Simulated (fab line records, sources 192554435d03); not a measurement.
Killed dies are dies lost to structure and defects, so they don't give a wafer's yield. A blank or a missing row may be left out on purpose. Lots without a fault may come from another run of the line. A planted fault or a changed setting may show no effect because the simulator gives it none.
Tool commonality check | flow n5_finfet | 11 lots, 30 wafers sampled

WHY IT WAS OPENED
At N5_BEOL_M11_THK_MEAS_01 the reading M11_ILD_THK is flagged on 3 of 11 lots. Wafers without a fault read 269 nm, standard deviation 4.1.
Rule: a lot is flagged when every wafer of it that has a number lies more than 4 standard deviations from that mean, or none has a number. The other lots count as sound.

lot  | measured     | on            | M11_ILD_THK (nm), wafer by wafer | flag
L269 | day 10 19:10 | film_metro-02 | 267 274                          |
L270 | day 11 04:52 | film_metro-02 | 263 265                          |
L274 | day 11 16:58 | film_metro-01 | 268 264                          |
L278 | day 13 01:58 | film_metro-02 | 267 270 275                      |
L283 | day 13 16:40 | film_metro-02 | 310 309 314                      | FLAGGED
L279 | day 13 16:46 | film_metro-02 | 308 310 316                      | FLAGGED
L281 | day 13 20:40 | film_metro-02 | 313 304 304                      | FLAGGED
L289 | day 15 15:33 | film_metro-02 | 270 263 272                      |
L291 | day 15 18:14 | film_metro-02 | 264 265 275                      |
L290 | day 16 13:40 | film_metro-01 | 264 266 269                      |
L292 | day 16 18:41 | film_metro-02 | 267 269 268                      |
The numbers of the flagged lots are 310 nm on average: +41 nm against the usual, or +10 standard deviations.

WHICH TOOL RAN EACH LOT
The record holds 4 process steps before the reading, out of a route of 1938 steps. In each cell: the tool, then ch and the chambers that the sampled wafers went through, then the start.
lot  | flag    | N5_BEOL_M10_ETCH_65                | N5_BEOL_M10_SURFACE_TREAT_76 | N5_BEOL_M10_DEP_56              | N5_BEOL_M11_CURE_71
L269 |         | rie_diel-04 ch 0, day 10 15:14     | pvd_sputter-01, day 10 17:22 | pecvd-04 ch 0,2, day 10 18:26   | uv_cure-03 ch 0, day 10 18:44
L270 |         | rie_diel-04 ch 3, day 11 01:25     | pvd_sputter-01, day 11 02:50 | pecvd-04 ch 2, day 11 04:08     | uv_cure-03 ch 0, day 11 04:20
L274 |         | rie_diel-05 ch 1,2, day 11 11:53   | pvd_sputter-01, day 11 13:49 | pecvd-04 ch 1,2, day 11 16:13   | uv_cure-03 ch 2, day 11 16:27
L278 |         | rie_diel-06 ch 0,1,2, day 12 20:22 | pvd_sputter-03, day 12 21:49 | pecvd-01 ch 0,2, day 13 00:43   | uv_cure-03 ch 1, day 13 01:08
L283 | FLAGGED | rie_diel-06 ch 2,3, day 13 10:59   | pvd_sputter-01, day 13 14:26 | pecvd-04 ch 0,1,2, day 13 15:46 | uv_cure-02 ch 1, day 13 16:09
L279 | FLAGGED | rie_diel-05 ch 0,1, day 13 10:54   | pvd_sputter-01, day 13 14:34 | pecvd-01 ch 0,1,2, day 13 15:47 | uv_cure-03 ch 2, day 13 16:16
L281 | FLAGGED | rie_diel-05 ch 0,1, day 13 14:37   | pvd_sputter-02, day 13 16:28 | pecvd-01 ch 0,1,2, day 13 19:57 | uv_cure-02 ch 0, day 13 20:10
L289 |         | rie_diel-06 ch 1,2, day 15 11:26   | pvd_sputter-02, day 15 13:02 | pecvd-04 ch 1,2, day 15 14:21   | uv_cure-01 ch 0, day 15 14:34
L291 |         | rie_diel-05 ch 0,3, day 15 14:32   | pvd_sputter-03, day 15 16:27 | pecvd-04 ch 1,2, day 15 17:31   | uv_cure-02 ch 1, day 15 17:43
L290 |         | rie_diel-05 ch 0,1, day 16 09:57   | pvd_sputter-02, day 16 11:33 | pecvd-01 ch 0,2, day 16 12:56   | uv_cure-01 ch 2, day 16 13:09
L292 |         | rie_diel-04 ch 1,2,3, day 16 13:09 | pvd_sputter-01, day 16 16:38 | pecvd-03 ch 0,1,2, day 16 17:58 | uv_cure-01 ch 0, day 16 18:10
What these steps do:
- N5_BEOL_M10_ETCH_65: etches SiARC in CF4, target depth 39 nm, time 65 s.
- N5_BEOL_M10_SURFACE_TREAT_76
- N5_BEOL_M10_DEP_56: deposits SiCN from 3MS/NH3, target thk 15 nm, time 26.5 s.
- N5_BEOL_M11_CURE_71: cures SiCOH lowk, time 240 s.
- N5_BEOL_M11_THK_MEAS_01

FLAGGED OVER TOTAL, TOOL BY TOOL (the gauges that took the reading come last)
step                         | tool           | lots run | flagged | share of the flagged lots | sound lots run after its first flagged lot
N5_BEOL_M10_ETCH_65          | rie_diel-04    | 3        | 0       | none                      | -
N5_BEOL_M10_ETCH_65          | rie_diel-05    | 5        | 2       | some                      | 2 (L291,L290)
N5_BEOL_M10_ETCH_65          | rie_diel-06    | 3        | 1       | some                      | 1 (L289)
N5_BEOL_M10_SURFACE_TREAT_76 | pvd_sputter-01 | 6        | 2       | some                      | 1 (L292)
N5_BEOL_M10_SURFACE_TREAT_76 | pvd_sputter-02 | 3        | 1       | some                      | 2 (L289,L290)
N5_BEOL_M10_SURFACE_TREAT_76 | pvd_sputter-03 | 2        | 0       | none                      | -
N5_BEOL_M10_DEP_56           | pecvd-01       | 4        | 2       | some                      | 1 (L290)
N5_BEOL_M10_DEP_56           | pecvd-03       | 1        | 0       | none                      | -
N5_BEOL_M10_DEP_56           | pecvd-04       | 6        | 1       | some                      | 2 (L289,L291)
N5_BEOL_M11_CURE_71          | uv_cure-01     | 3        | 0       | none                      | -
N5_BEOL_M11_CURE_71          | uv_cure-02     | 3        | 2       | some                      | 1 (L291)
N5_BEOL_M11_CURE_71          | uv_cure-03     | 5        | 1       | some                      | 0
N5_BEOL_M11_THK_MEAS_01      | film_metro-01  | 2        | 0       | none                      | -
N5_BEOL_M11_THK_MEAS_01      | film_metro-02  | 9        | 3       | all                       | 3 (L289,L291,L292)

WHAT THE TABLE ALLOWS
1 row of the table ran every flagged lot: film_metro-02 at N5_BEOL_M11_THK_MEAS_01.
- film_metro-02 at N5_BEOL_M11_THK_MEAS_01: 3 of its 9 lots flagged. Sound lots ran on it after the first flagged one (L289, L291, L292), which a lasting fault on the whole tool wouldn't allow.
No row of the table ran every flagged lot and no sound lot after the first.

WHAT THE SIMULATOR HAD PUT IN
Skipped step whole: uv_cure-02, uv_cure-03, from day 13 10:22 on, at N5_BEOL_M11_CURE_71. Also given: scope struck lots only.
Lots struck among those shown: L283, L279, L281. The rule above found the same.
